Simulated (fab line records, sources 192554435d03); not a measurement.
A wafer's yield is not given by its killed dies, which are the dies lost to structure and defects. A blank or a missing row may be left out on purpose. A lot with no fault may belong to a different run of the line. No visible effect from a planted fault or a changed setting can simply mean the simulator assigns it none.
Chamber matching -- flow n5-finfet -- 4 sister chambers for N5_BEOL_M8_STRIP_67 on rie-diel-06
The step strips in CF4. 8 wafers are shown with their chamber, then 9 later ones without.

## EACH WAFER AND ITS CHAMBER
wafer,chamber,showerhead-plenum-p-Torr (Torr),oes-product-au (a.u.)
L078.3,3,1.85,0.73
L079.2,2,1.75,0.91
L079.3,1,1.77,0.68
L081.1,2,1.75,0.91
L081.2,1,1.76,0.68
L091.1,0,1.85,0.72
L091.5,0,1.85,0.72
L091.6,3,1.84,0.72

## WAFERS WHOSE CHAMBER IS MISSING
wafer,showerhead-plenum-p-Torr (Torr),oes-product-au (a.u.)
L090.1,1.85,0.71
L090.3,1.84,0.72
L090.5,1.75,0.85
L092.1,1.74,0.85
L092.2,1.84,0.71
L092.3,1.85,0.72
L096.2,1.85,0.72
L096.4,1.84,0.71
L096.6,1.76,0.92

## WHICH CHAMBER EACH WENT THROUGH
wafer,from the rows above,in truth
L090.1,can't be placed: 0 or 3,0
L090.3,can't be placed: 3 or 0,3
L090.5,2,2
L092.1,2,2
L092.2,can't be placed: 0 or 3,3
L092.3,can't be placed: 0 or 3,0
L096.2,can't be placed: 0 or 3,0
L096.4,can't be placed: 0 or 3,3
L096.6,2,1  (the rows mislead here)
Placed correctly: 2 of 9. Cannot be placed on the basis of these rows: 6; the candidates contain the true chamber in 6. Number placed wrongly: 1.
How it was worked out, from the rows above alone: a wafer's distance from a chamber is the root of the sum, over the readings, of the square of ((its reading less the chamber's mean) divided by the reading's scatter). If the next closest chamber is less than 2 further off than the closest, the wafer can't be placed; otherwise it belongs to the closest. The mean given for a chamber averages the wafers shown for that chamber. The scatter: take each reading less its chamber's mean, square it, sum over the shown wafers, divide by the number of wafers less the number of chambers, and take the root.
